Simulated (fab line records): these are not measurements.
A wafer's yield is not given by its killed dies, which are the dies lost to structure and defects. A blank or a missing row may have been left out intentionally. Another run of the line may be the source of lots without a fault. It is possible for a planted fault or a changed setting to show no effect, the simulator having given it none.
Code-filled problem report in 8D (eight disciplines) form | flow nand_harc | the parts of the form that need people (team, actions taken, sign-off) are left out

== 1. THE PROBLEM ==
Wafers without a fault read 1.003 a.u. with a standard deviation of 0.0074, while oes_product_au at NHARC_A_STAIRCASE_TRIM_200 averages 0.828 a.u. across 2 wafers of 1 lot. Relative to the usual mean, that is a shift of -24 standard deviations.
The step: chemistry O2, time 211.2 s.
First seen on wafer L422.1, day 15 11:23, on rie_diel-01. The record has a number at this step for 39 wafers belonging to 13 lots. Rule for "out", or "out of limits": more than 4 standard deviations from the usual mean. All remaining wafers that have a number are taken as sound.

== 2. WHAT IT IS, AND WHAT IT ISN'T ==
question                    | is                | is not
which readings at this step | oes_product_au    | drypump_motor_current_A, rf_vpp_V, showerhead_plenum_p_Torr, throttle_valve_pct
which lots                  | L422              | L403, L404, L406, L407, L408, L409, L410, L411, L412, L413, L415, L416
which wafers of those lots  | L422.1, L422.6    | L422.2
read on which tools         | rie_diel-01       | rie_diel-02, rie_diel-13
when                        | from day 15 11:23 | up to then (37 sound wafers)

== 3. THE SUSPECTS, EACH WITH WHAT RULES IT OUT ==
Counting: any tool at a process step up to the reading remains a suspect provided it ran every lot that is out. Sound lots after the first of them don't rule it out here, since some wafers of a struck lot are sound.
- rie_diel-02 at NHARC_A_STAIRCASE_ETCH_190 (etches the open film in C4F8/O2, target depth 100 nm, time 40.5 s): kept. It ran the lot that is out, L422 (day 15 11:23); its last sound lot up to then is L411 (day 13 00:12). With no start given for some of its lots, NHARC_A_STAIRCASE_ETCH_190 uses the hours and lot order of NHARC_A_STAIRCASE_TRIM_200.
- rie_diel-02 at NHARC_A_STAIRCASE_ETCH_192 (etches the open film in C4F8/O2, target depth 100 nm, time 40.5 s): kept. It ran the lot that is out, L422 (day 15 11:23); its last sound lot up to then is L411 (day 13 00:12). With no start given for some of its lots, NHARC_A_STAIRCASE_ETCH_192 uses the hours and lot order of NHARC_A_STAIRCASE_TRIM_200.
- rie_diel-02 at NHARC_A_STAIRCASE_ETCH_194 (etches the open film in C4F8/O2, target depth 100 nm, time 40.5 s): kept. It ran the lot that is out, L422 (day 15 11:23); its last sound lot up to then is L411 (day 13 00:12). With no start given for some of its lots, NHARC_A_STAIRCASE_ETCH_194 uses the hours and lot order of NHARC_A_STAIRCASE_TRIM_200.
- rie_diel-01 at NHARC_A_STAIRCASE_TRIM_200 (chemistry O2, time 211.2 s): kept. It ran the lot that is out, L422 (day 15 11:23); its last sound lot up to then is L413 (day 13 10:49). Out on those wafers are its own readings of oes_product_au.
- Within rie_diel-02 at NHARC_A_STAIRCASE_ETCH_190: the wafers that are out ran in chambers 1, 2; their sound lot-mates ran in chamber 3.
- Within rie_diel-02 at NHARC_A_STAIRCASE_ETCH_192: the wafers that are out ran in chambers 0, 1; their sound lot-mates ran in chamber 2.
- At NHARC_A_STAIRCASE_TRIM_200 on rie_diel-01, chamber 2 took the sound wafers of the same lots and chamber 0 took the wafers that are out.
Left after counting: rie_diel-02 at NHARC_A_STAIRCASE_ETCH_190, rie_diel-02 at NHARC_A_STAIRCASE_ETCH_192, rie_diel-02 at NHARC_A_STAIRCASE_ETCH_194, rie_diel-01 at NHARC_A_STAIRCASE_TRIM_200.

== 4. THE CAUSE (what the simulator had put in) ==
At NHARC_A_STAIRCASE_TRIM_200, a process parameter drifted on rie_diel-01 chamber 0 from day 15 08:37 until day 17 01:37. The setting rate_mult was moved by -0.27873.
4 suspects survive the count, and this tool is in that group.

== 5. THE EFFECT CHAIN, in route order ==
One row per reading whose mean, taken over the struck wafers that have a number, lies over 3 standard deviations from the usual. Readings are gone through only where the record gives a usual standard deviation; hours: the median, over the lots, of the time from a lot's start at the first step in this table giving one to that lot's start at this step; sigmas: the change measured in usual standard deviations.
hours | step                       | reading        | usual      | on struck wafers | change | sigmas
0     | NHARC_A_STAIRCASE_TRIM_200 | oes_product_au | 1.003 a.u. | 0.828            | -0.175 | -24
Here are the process steps it includes:
- NHARC_A_STAIRCASE_TRIM_200: chemistry O2, time 211.2 s.

== 6. HOW IT WOULD HAVE BEEN CAUGHT EARLIER ==
The fault began at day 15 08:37; the first out-of-limits reading in this record came at day 15 11:23, 3 hours later.
